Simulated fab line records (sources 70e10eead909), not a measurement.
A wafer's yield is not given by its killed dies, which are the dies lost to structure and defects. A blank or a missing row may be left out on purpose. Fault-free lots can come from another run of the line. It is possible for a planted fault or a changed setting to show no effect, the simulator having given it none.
fab line records	flow nand-harc	part 2 of 2: steps 5 to 6 of 6
[record] lots = 24	wafers = 72	last-day = 24
route steps=1159 shown A_CONTACT@863
lots untouched by any fault: they come from a run of this same line in which no faults occurred
start-h: start of the lot's first displayed wafer, in hours after the record's first day	wait-h: hours elapsed since this lot's preceding step	" repeats the value in the row above	L1.1+2: a single row standing in for several wafers	- either no value or no given start	* or withheld: withheld	< > ~ a bound
route shown NAME@n: a module of which the file shows steps, and the number in the route of the first	usual: mean and standard deviation over wafers with no fault	same: alike in all rows	chamber/n: place in a boat	sites: each site's reading	_std_site: their standard deviation	_edge_site: inner sites' mean taken away from outer sites' mean	radius-mm: for every site, how far away it sits from the centre of the wafer	mask NAME#n: copy n	behind: the most recent tool/chamber to have shaped the wafer	hold: why the lot was held/for how many hours/how that ended	device: transistor that didn't switch, given as n, p or np	end of line: the tests these same wafers got at the end of their route	for a step that has no rows: nothing shown but its recipe	killed: dies lost to structure and defects at the first sort, not the wafer's yield	map: per-die view of a wafer (x killed, . not killed, _ where there is no die)
set.NAME: the setting as run; set.NAME@STEP: as run at that earlier step	model.NAME: the simulator's own value behind a step, which no gauge read
route steps across a sampled set of lots; one table per step, one row per wafer
services: from which hour (start-h, from the record's first day; less than 0 if before it) a tool's chamber was out of use, for how many hours, and why
[[steps]]
[step NHARC_A_CONTACT_ETCH_106]
[recipe] target-depth-a = 600	overetch-a = 60	time-s = 33	ion-energy-ev = 100	cf4-flow-sccm = 80	o2-flow-sccm = 20	ar-flow-sccm = 0	rf-w = 300	bias-w = 100	chemistry = CF4/O2
[usual] drypump-motor-current-A = 5.5/0.37	oes-product-au = 0.999/0.008	rf-vpp-V = 197.2/1.7	showerhead-plenum-p-Torr = 1.31/0.068	throttle-valve-pct = 13.397/0.0089
lot.wafer	tool	chamber	start-h	wait-h	drypump-motor-current-A	oes-product-au	rf-hours-counter-h	rf-vpp-V	showerhead-plenum-p-Torr	throttle-valve-pct
L074.4	rie-diel-10	2	382.37	0.1	5.7	0.995	8	197.0	1.24	13.388
L074.3	"	0	"	"	5.3	1.016	6	198.6	1.34	13.391
L074.6	"	3	"	"	5.4	0.995	-	197.4	1.35	13.397
L075.4	rie-diel-09	1	388.80	0.1	5.0	0.999	42	196.8	1.27	13.417
L075.1	"	2	"	"	6.4	1.005	49	198.3	1.37	13.405
L075.6	"	1	"	"	5.0	1.000	-	197.1	1.27	13.396
L078.2	rie-diel-09	3	390.36	0.1	5.4	0.994	47	196.6	1.34	13.404
L078.5	"	1	"	"	5.0	0.991	-	196.1	1.27	13.399
L078.6	"	2	"	"	6.4	1.007	-	197.6	1.37	13.405
L076.3	rie-diel-09	2	393.67	0.1	6.4	1.001	50	198.8	1.37	13.404
L076.2	"	0	"	"	5.4	0.998	42	200.0	1.44	13.400
L076.6	"	2	"	"	6.4	0.999	-	198.1	1.37	13.411
L077.1	rie-diel-10	1	396.72	0.1	5.4	1.005	11	198.7	1.38	13.389
L077.4	"	3	"	"	5.4	1.013	10	198.5	1.35	13.398
L077.6	"	0	"	"	5.3	1.026	-	198.2	1.34	13.392
L080.3	rie-diel-11	3	427.77	0.1	5.2	1.006	6	196.3	1.24	13.397
L080.2	"	0	"	"	5.2	1.002	7	198.4	1.38	13.412
L080.5	"	1	"	"	5.6	1.005	-	196.3	1.24	13.385
L081.2	rie-diel-11	1	428.24	0.1	5.6	1.013	7	196.3	1.24	13.394
L081.1	"	0	"	"	5.2	0.998	7	198.4	1.38	13.394
L081.5	"	2	"	"	5.9	1.002	-	195.4	1.25	13.394
L082.1	rie-diel-11	0	434.91	0.3	5.2	1.005	9	198.8	1.38	13.397
L082.2	"	1	"	"	5.7	1.004	8	196.3	1.24	13.401
L082.4	"	3	"	"	5.2	0.999	8	196.8	1.24	13.400
L083.1	rie-diel-11	0	435.90	0.3	5.2	1.002	9	199.2	1.38	13.385
L083.4	"	2	"	"	5.9	0.988	9	196.5	1.25	13.394
L083.5	"	0	"	"	5.2	0.997	-	198.8	1.38	13.402
L079.3	rie-diel-10	1	439.27	0.1	5.4	1.006	31	197.5	1.38	13.384
L079.4	"	2	"	"	5.7	0.990	27	196.6	1.24	13.391
L079.6	"	0	"	"	5.3	1.010	-	198.5	1.34	13.386
L084.4	rie-diel-11	2	441.73	0.1	5.9	0.992	11	195.3	1.25	13.405
L084.3	"	0	"	"	5.2	0.984	11	197.4	1.38	13.405
L084.6	"	2	"	"	5.9	0.988	-	195.4	1.25	13.370
L087.3	rie-diel-11	3	448.39	0.1	5.2	1.001	12	196.3	1.24	13.394
L087.1	"	2	"	"	5.8	0.997	14	194.1	1.24	13.397
L087.5	"	0	"	"	5.2	1.002	-	196.8	1.38	13.401
L086.2	rie-diel-09	3	449.37	0.1	5.4	1.001	3	198.3	1.34	13.417
L086.1	"	0	"	"	5.4	1.007	4	200.3	1.43	13.406
L086.4	"	0	"	"	5.4	1.008	-	199.1	1.43	13.395
L085.1	rie-diel-11	1	472.35	0.1	5.7	0.995	17	195.1	1.23	13.406
L085.2	"	2	"	"	5.9	0.991	18	195.8	1.24	13.388
L085.5	"	1	"	"	5.7	1.000	-	196.8	1.23	13.398
L091.3	rie-diel-09	3	477.26	0.1	5.4	0.996	14	198.9	1.34	13.397
L091.2	"	1	"	"	5.0	0.983	13	195.9	1.26	13.397
L091.6	"	3	"	"	5.4	1.005	-	196.9	1.34	13.400
L088.3	rie-diel-11	3	479.84	0.1	5.2	0.992	19	195.0	1.24	13.402
L088.4	"	0	"	"	5.2	1.001	19	200.4	1.37	13.388
L088.6	"	2	"	"	5.9	0.993	-	196.2	1.24	13.394
L090.2	rie-diel-09	3	485.96	0.1	5.3	1.006	16	198.3	1.34	13.395
L090.1	"	0	"	"	5.4	1.002	17	199.6	1.43	13.397
L090.6	"	3	"	"	5.4	1.012	-	198.3	1.34	13.401
L089.4	rie-diel-11	0	487.23	0.1	5.2	0.999	20	201.4	1.37	13.387
L089.5	"	2	"	"	5.9	0.984	-	196.1	1.24	13.389
L089.6	"	3	"	"	5.2	0.996	-	195.6	1.24	13.411
L092.2	rie-diel-11	0	497.65	0.0	5.2	1.002	22	199.3	1.37	13.402
L092.3	"	1	"	"	5.6	1.005	22	198.1	1.23	13.400
L092.6	"	1	"	"	5.6	1.000	-	195.0	1.23	13.388
L093.2	rie-diel-09	1	502.46	0.1	5.0	0.986	20	195.9	1.26	13.379
L093.6	"	0	"	"	5.4	0.999	-	201.0	1.43	13.384
L093.5	"	1	"	"	5.0	0.972	-	195.6	1.26	13.406
L094.2	rie-diel-11	0	515.69	0.1	5.2	1.003	26	198.6	1.37	13.390
L094.1	"	1	"	"	5.7	1.003	25	195.4	1.23	13.404
L094.4	"	2	"	"	5.9	0.993	27	194.3	1.24	13.396
L095.3	rie-diel-11	2	516.93	0.1	5.9	1.006	27	195.5	1.24	13.406
L095.2	"	1	"	"	5.6	1.012	25	196.3	1.23	13.408
L095.4	"	1	"	"	5.6	1.002	-	196.7	1.23	13.381
L097.6	rie-diel-11	1	521.27	0.1	5.6	1.006	-	195.7	1.23	13.395
L097.4	"	2	"	"	5.9	0.999	-	196.0	1.24	13.408
L097.5	"	0	"	"	5.2	0.998	-	197.8	1.37	13.393
L096.1	rie-diel-10	0	521.83	0.1	5.3	1.012	60	198.4	1.33	13.399
L096.4	"	1	"	"	5.3	1.001	61	198.5	1.37	13.403
L096.3	"	2	"	"	5.7	1.004	56	195.7	1.23	13.414
[step NHARC_A_CONTACT_ETCH_88]
[recipe] target-depth-a = 390	over-etch-frac = 0.3	time-s = 65	ion-energy-ev = 80	cf4-flow-sccm = 150	ar-flow-sccm = 0	rf-w = 300	bias-w = 100	chemistry = CF4
[usual] drypump-motor-current-A = 5.5/0.34	oes-product-au = 1.000/0.0082	rf-vpp-V = 150.7/1.3	showerhead-plenum-p-Torr = 1.72/0.085	throttle-valve-pct = 13.282/0.0094
lot.wafer	tool	chamber	start-h	wait-h	drypump-motor-current-A	oes-product-au	rf-hours-counter-h	rf-vpp-V	showerhead-plenum-p-Torr	throttle-valve-pct
L074.4	rie-diel-10	3	386.21	0.1	5.4	1.013	7	151.4	1.79	13.290
L074.3	"	1	"	"	5.4	1.002	9	152.0	1.83	13.298
L074.6	"	2	"	"	5.7	1.003	-	150.1	1.65	13.285
L075.4	rie-diel-11	2	392.96	0.1	5.9	0.986	4	149.3	1.66	13.288
L075.1	"	3	"	"	5.2	1.002	3	149.5	1.65	13.278
L075.6	"	2	"	"	5.9	0.990	-	150.6	1.66	13.282
L078.2	rie-diel-09	1	395.21	0.1	5.0	0.993	44	150.4	1.69	13.277
L078.6	"	2	"	"	6.4	0.992	-	150.9	1.81	13.278
L078.5	"	3	"	"	5.4	0.994	-	151.2	1.78	13.284
L076.3	rie-diel-09	0	396.59	0.1	5.4	0.997	43	151.7	1.90	13.269
L076.2	"	2	"	"	6.4	0.996	50	152.9	1.81	13.269
L076.6	"	1	"	"	5.0	0.995	-	150.8	1.69	13.279
L077.4	rie-diel-10	2	399.65	0.1	5.7	1.004	12	149.0	1.65	13.279
L077.1	"	0	"	"	5.3	1.009	11	151.4	1.78	13.284
L077.6	"	2	"	"	5.7	1.010	-	149.4	1.65	13.280
L080.3	rie-diel-11	0	433.09	0.1	5.2	0.996	8	150.1	1.82	13.290
L080.2	"	2	"	"	5.9	0.984	8	150.2	1.66	13.273
L080.5	"	0	"	"	5.2	0.995	-	152.1	1.82	13.273
L081.1	rie-diel-11	3	434.18	0.1	5.2	1.012	7	149.9	1.65	13.279
L081.2	"	1	"	"	5.6	1.007	8	149.4	1.64	13.293
L081.5	"	3	"	"	5.2	1.010	-	150.0	1.65	13.292
L082.2	rie-diel-09	2	440.59	0.1	6.4	1.001	0	152.0	1.81	13.292
L082.1	"	0	"	"	5.4	1.024	0	151.6	1.89	13.276
L082.4	"	0	"	"	5.4	1.021	-	154.2	1.89	13.265
L083.4	rie-diel-11	1	442.81	0.1	5.7	1.003	11	150.1	1.64	13.269
L083.1	"	2	"	"	5.9	1.000	11	149.3	1.66	13.277
L083.5	"	1	"	"	5.6	1.001	-	149.3	1.64	13.266
L079.3	rie-diel-11	0	442.84	0.1	5.2	1.011	11	152.3	1.82	13.278
L079.4	"	1	"	"	5.6	1.000	11	149.2	1.64	13.289
L079.6	"	0	"	"	5.2	1.011	-	150.7	1.82	13.274
L084.3	rie-diel-11	0	444.70	0.1	5.2	1.005	12	151.3	1.82	13.279
L084.4	"	1	"	"	5.7	1.003	12	149.6	1.64	13.286
L084.6	"	2	"	"	5.9	0.982	-	148.9	1.66	13.305
L087.3	rie-diel-11	0	451.18	0.1	5.2	1.003	13	152.0	1.82	13.278
L087.1	"	1	"	"	5.7	0.997	13	149.5	1.64	13.276
L087.5	"	1	"	"	5.6	1.002	-	150.3	1.64	13.290
L086.4	rie-diel-11	1	452.33	0.1	5.6	1.001	13	150.3	1.64	13.296
L086.2	"	3	"	"	5.2	0.995	13	150.6	1.64	13.289
L086.1	"	0	"	"	5.2	1.004	13	151.0	1.82	13.280
L085.1	rie-diel-11	1	476.60	0.1	5.6	0.998	18	149.9	1.64	13.281
L085.2	"	2	"	"	5.8	1.007	20	150.1	1.65	13.288
L085.5	"	0	"	"	5.2	1.001	-	151.7	1.82	13.290
L091.2	rie-diel-11	0	482.20	0.1	5.2	0.997	19	150.4	1.82	13.283
L091.3	"	1	"	"	5.7	1.004	19	147.9	1.64	13.302
L091.6	"	3	"	"	5.2	0.996	-	149.6	1.64	13.300
L088.3	rie-diel-10	0	485.24	0.1	5.4	1.010	46	152.3	1.77	13.286
L088.4	"	1	"	"	5.4	1.005	47	152.0	1.82	13.278
L088.6	"	2	"	"	5.7	1.009	-	150.1	1.64	13.266
L090.1	rie-diel-11	1	490.67	0.1	5.6	1.001	21	149.1	1.64	13.277
L090.2	"	2	"	"	5.9	1.003	22	149.6	1.65	13.306
L090.6	"	2	"	"	5.9	1.000	-	150.5	1.65	13.285
L089.4	rie-diel-11	2	492.56	0.1	5.9	0.984	23	149.8	1.65	13.284
L089.6	"	0	"	"	5.2	0.995	-	152.4	1.82	13.272
L089.5	"	1	"	"	5.7	0.995	-	149.7	1.64	13.292
L092.2	rie-diel-11	2	500.44	0.1	5.9	0.993	24	151.2	1.65	13.280
L092.3	"	3	"	"	5.2	0.996	23	148.8	1.64	13.273
L092.6	"	0	"	"	5.2	0.997	-	150.9	1.82	13.280
L093.2	rie-diel-09	1	505.40	0.1	5.0	0.975	21	149.4	1.68	13.290
L093.6	"	2	"	"	6.4	0.994	-	150.3	1.80	13.286
L093.5	"	3	"	"	5.3	1.007	-	151.3	1.77	13.289
L094.1	rie-diel-11	0	518.63	0.1	5.2	0.993	26	150.8	1.82	13.294
L094.2	"	1	"	"	5.7	1.002	26	150.6	1.64	13.292
L094.4	"	1	"	"	5.6	1.006	-	151.4	1.64	13.272
L095.3	rie-diel-11	2	520.03	0.1	5.8	0.989	27	149.7	1.65	13.280
L095.2	"	1	"	"	5.6	1.003	26	151.0	1.64	13.286
L095.4	"	2	"	"	5.8	0.988	-	150.3	1.65	13.280
L097.4	rie-diel-10	3	524.29	0.1	5.4	1.004	53	151.5	1.78	13.281
L097.6	"	2	"	"	5.7	1.009	-	149.3	1.64	13.285
L097.5	"	3	"	"	5.4	0.996	-	151.2	1.78	13.280
L096.1	rie-diel-10	2	526.25	0.1	5.7	1.009	57	149.4	1.64	13.284
L096.3	"	3	"	"	5.4	1.003	53	154.0	1.78	13.298
L096.4	"	0	"	"	5.4	1.001	61	151.4	1.76	13.270
[[services]]
tool	chamber	start-h	hours	kind
rie-diel-11	0	345.70	-	clean
rie-diel-11	1	345.70	-	clean
rie-diel-11	2	345.70	-	clean
rie-diel-11	3	345.70	-	clean
rie-diel-10	-	353.62	9.0	pm
rie-diel-11	-	366.50	9.0	pm
rie-diel-11	0	366.50	9.0	vent-cycle
rie-diel-11	1	366.50	9.0	vent-cycle
rie-diel-11	2	366.50	9.0	vent-cycle
rie-diel-11	3	366.50	9.0	vent-cycle
rie-diel-11	0	375.50	-	clean
rie-diel-11	1	375.50	-	clean
rie-diel-11	2	375.50	-	clean
rie-diel-11	3	375.50	-	clean
rie-diel-11	3	384.36	7.9	repair
rie-diel-11	0	400.00	-	clean
har-cap-etch-02	-	403.29	0.7	repair
har-cap-etch-02	-	409.52	0.7	repair
rie-diel-10	-	424.08	0.6	repair
rie-diel-09	-	431.17	9.0	pm
rie-diel-09	2	454.39	10.1	repair
rie-diel-10	3	470.73	5.4	repair
rie-diel-09	1	500.51	1.6	repair
rie-diel-11	3	516.17	7.5	repair
